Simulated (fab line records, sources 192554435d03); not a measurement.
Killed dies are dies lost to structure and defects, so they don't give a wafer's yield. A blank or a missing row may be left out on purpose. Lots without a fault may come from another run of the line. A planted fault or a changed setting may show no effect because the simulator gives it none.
Split-lot experiment | flow n5_finfet | 7 lots, 39 wafers read, on a route of 1938 steps

THE SPLIT
At N5_BEOL_M10_ETCH_62 (etches SOC in N2/H2, target depth 110 nm, overetch 22 nm, time 165 s), the setting time_s was moved away from the recipe's 165 s on 18 of the 39 wafers read, by -43.7% to +49.7%. The other wafers ran this setting at the recipe's value.

The reading is taken at the split's own step.

THE READING
SiARC_of_BEOL_M10_COAT_60.thk_nm (the simulator's own value, which no gauge read), in nm, at N5_BEOL_M10_ETCH_62 (etches SOC in N2/H2, target depth 110 nm, overetch 22 nm, time 165 s). The file gives no usual value for it. The 21 wafers here that ran the recipe average 23.5 nm, standard deviation 0.21 nm.

wafer  | tool, chamber at the split | time_s as run, s | against the recipe | SiARC_of_BEOL_M10_COAT_60.thk_nm, nm | against lot-mates on the recipe
L077.1 | rie_diel-01, 3,0           | 165              | recipe             | 23.6                                 | -
L077.3 | rie_diel-01, 3,0           | 165              | recipe             | 23.6                                 | -
L077.2 | rie_diel-01, 2             | 247              | +49.7%             | 20                                   | -3.5
L077.4 | rie_diel-01, 1             | 165              | recipe             | 23.4                                 | -
L077.5 | rie_diel-01, 0,3           | 247              | +49.7%             | 20.4                                 | -3.1
L077.6 | rie_diel-01, 0,3           | 247              | +49.7%             | 20.4                                 | -3.1
L078.1 | rie_diel-01, 0             | 189.9            | +15.1%             | 22.8                                 | -0.7
L078.2 | rie_diel-01, 3,1           | 189.9            | +15.1%             | 22.6                                 | -0.9
L078.6 | rie_diel-01, 3,1           | 189.9            | +15.1%             | 22.6                                 | -0.9
L078.3 | rie_diel-01, 1             | 165              | recipe             | 23.6                                 | -
L078.4 | rie_diel-01, 2             | 165              | recipe             | 23.4                                 | -
L078.5 | rie_diel-01, 2             | 165              | recipe             | 23.4                                 | -
L083.1 | rie_diel-04, 0             | 165              | recipe             | 23.4                                 | -
L083.2 | rie_diel-04, 2             | 201.4            | +22.1%             | 22.6                                 | -1.1
L083.3 | rie_diel-04, 3             | 165              | recipe             | 23.6                                 | -
L083.4 | rie_diel-04, 1             | 201.4            | +22.1%             | 23                                   | -0.7
L083.5 | rie_diel-04, 1             | 165              | recipe             | 24.2                                 | -
L083.6 | rie_diel-04, 2             | 201.4            | +22.1%             | 22.4                                 | -1.3
L086.1 | rie_diel-04, 3,2           | 165              | recipe             | 23.6                                 | -
L086.3 | rie_diel-04, 3,2           | 165              | recipe             | 23.6                                 | -
L086.6 | rie_diel-04, 2             | 165              | recipe             | 23.8                                 | -
L093.1 | rie_diel-02, 1,2           | 92.94            | -43.7%             | 26.4                                 | +3.1
L093.3 | rie_diel-02, 1,2           | 92.94            | -43.7%             | 26.4                                 | +3.1
L093.2 | rie_diel-02, 3             | 165              | recipe             | 23.2                                 | -
L093.5 | rie_diel-02, 3             | 165              | recipe             | 23.2                                 | -
L093.4 | rie_diel-02, 1             | 92.94            | -43.7%             | 26.2                                 | +2.9
L093.6 | rie_diel-02, 2             | 165              | recipe             | 23.6                                 | -
L094.1 | rie_diel-04, 2             | 165              | recipe             | 23.6                                 | -
L094.6 | rie_diel-04, 2             | 165              | recipe             | 23.6                                 | -
L094.2 | rie_diel-04, 1             | 205.3            | +24.4%             | 22.4                                 | -1.1
L094.4 | rie_diel-04, 1             | 205.3            | +24.4%             | 22.4                                 | -1.1
L094.3 | rie_diel-04, 0             | 165              | recipe             | 23.4                                 | -
L094.5 | rie_diel-04, 0             | 205.3            | +24.4%             | 21.8                                 | -1.7
L097.1 | rie_diel-02, 2             | 215.7            | +30.7%             | 21.8                                 | -1.6
L097.2 | rie_diel-02, 3             | 215.7            | +30.7%             | 21.2                                 | -2.2
L097.3 | rie_diel-02, 1,0,1         | 165              | recipe             | 23.4                                 | -
L097.4 | rie_diel-02, 1,0,1         | 165              | recipe             | 23.4                                 | -
L097.5 | rie_diel-02, 1,0,1         | 165              | recipe             | 23.4                                 | -
L097.6 | rie_diel-02, 2             | 215.7            | +30.7%             | 21.6                                 | -1.8
Where a row lists several chambers, the file gives one row for several wafers and doesn't say which wafer went through which chamber.

THE FIT
A straight line over all 39 wafers: SiARC_of_BEOL_M10_COAT_60.thk_nm changes by -0.0626 nm for each +1% of time_s; r = -0.98; the points scatter about the line by 0.27 nm.
The same after taking each lot's own level away (the mean of its wafers on the recipe; 39 wafers): -0.0643 nm for each +1%; r = -0.99; scatter 0.23 nm.
On that fit, the largest move of time_s shifts the reading by 3.2 nm.
The lots' own levels span 23.33 to 23.73 nm, that is 1.9 times the standard deviation above.
So the lot-to-lot level changes the slope little: the two slopes agree.
Check: with one of the wafers moved furthest among these (+49.7%) left out of the fit, the line predicts -3.06 nm for it against its lot-mates. It came out at -3.53 nm against them.

OTHER SPLITS ON THESE WAFERS
These wafers also went through other splits before the reading. Each is held against what the fit with the lots' levels taken away leaves over:
other split on the same wafers           | wafers away from the commonest value | r with SiARC_of_BEOL_M10_COAT_60.thk_nm (lot level and that fit taken away)
N5_FIN_SAQP_DESCUM_21 time_s             | 15                                   | +0.06
N5_SDB_ALD_29 ald_cycles                 | 12                                   | +0.15
N5_MOL_CONTACT_COAG_CVD_140 target_thk_a | 15                                   | +0.08
N5_BEOL_M1_HM_DEP_02 target_thk_a        | 15                                   | -0.01
N5_BEOL_M3_ILD_DEP_00 target_thk_a       | 9                                    | -0.55
N5_BEOL_M7_CVD_78 target_thk_a           | 12                                   | +0.02

THE WHOLE CHAIN: every reading that the file lists as answering this split, in the file's order
step                   | what it does                                                         | reading                                                                           | change (the file's fit)                                                              | r (the file's)
N5_BEOL_M10_ETCH_62    | etches SOC in N2/H2, target depth 110 nm, overetch 22 nm, time 165 s | SiARC_of_BEOL_M10_COAT_60.thk_nm (the simulator's own value, which no gauge read) | -0.0632 nm for each +1% of the setting                                               | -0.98
N5_BEOL_M10_HM_OPEN_17 | chemistry Cl2/BCl3, target TiN, target depth 20 nm, overetch 6 nm    | etch.depth_nm (the simulator's own value, which no gauge read)                    | not straight: 20.12 at the lowest setting, 20.07 at the recipe, 12.11 at the highest | not given

THE FILE'S OWN FIT
SiARC_of_BEOL_M10_COAT_60.thk_nm changes by -0.0632 nm for each +1% of time_s, r = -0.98.
